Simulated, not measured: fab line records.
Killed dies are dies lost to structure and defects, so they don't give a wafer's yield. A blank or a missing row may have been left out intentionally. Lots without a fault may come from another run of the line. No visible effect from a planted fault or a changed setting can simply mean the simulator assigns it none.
Matching of chambers :: flow n5-finfet :: 4 sister chambers for N5_HKMG_FIN_ETCH_86 on rie-diel-01
The step etches SOC in N2/H2, stops on TiN, target depth 393.2 nm. 4 wafers are shown with their chamber, then 9 later ones without.

== EACH WAFER AND ITS CHAMBER ==
wafer: L087.1
chamber: 1
showerhead-plenum-p-Torr (Torr): 2.70

wafer: L089.1
chamber: 0
showerhead-plenum-p-Torr (Torr): 2.43

wafer: L089.2
chamber: 3
showerhead-plenum-p-Torr (Torr): 2.66

wafer: L089.4
chamber: 2
showerhead-plenum-p-Torr (Torr): 2.61

== WAFERS WHOSE CHAMBER IS MISSING ==
wafer: L092.4
showerhead-plenum-p-Torr (Torr): 2.66

wafer: L092.5
showerhead-plenum-p-Torr (Torr): 2.42

wafer: L092.6
showerhead-plenum-p-Torr (Torr): 2.69

wafer: L093.1
showerhead-plenum-p-Torr (Torr): 2.69

wafer: L093.4
showerhead-plenum-p-Torr (Torr): 2.42

wafer: L093.6
showerhead-plenum-p-Torr (Torr): 2.66

wafer: L094.1
showerhead-plenum-p-Torr (Torr): 2.69

wafer: L094.2
showerhead-plenum-p-Torr (Torr): 2.42

wafer: L094.3
showerhead-plenum-p-Torr (Torr): 2.66

== WHICH CHAMBER EACH ONE RAN IN ==
wafer: L092.4
from the rows above: 3
in truth: 3

wafer: L092.5
from the rows above: 0
in truth: 0

wafer: L092.6
from the rows above: 1
in truth: 1

wafer: L093.1
from the rows above: 1
in truth: 1

wafer: L093.4
from the rows above: 0
in truth: 0

wafer: L093.6
from the rows above: 3
in truth: 3

wafer: L094.1
from the rows above: 1
in truth: 1

wafer: L094.2
from the rows above: 0
in truth: 0

wafer: L094.3
from the rows above: 3
in truth: 3
Placed correctly: 9 of 9. Number that these rows cannot place: 0. Wrongly placed: 0.
How it was worked out, from the rows above alone: a wafer's distance from a chamber is the root of the sum, over the readings, of the square of ((its reading less the chamber's mean) divided by the reading's scatter). If the next closest chamber is less than 2 further off than the closest, the wafer can't be placed; otherwise it belongs to the closest. The mean given for a chamber averages the wafers shown for that chamber. The scatter: with one shown wafer a chamber, the root of the mean of the squares of how far each hidden wafer lies from its nearest shown one.
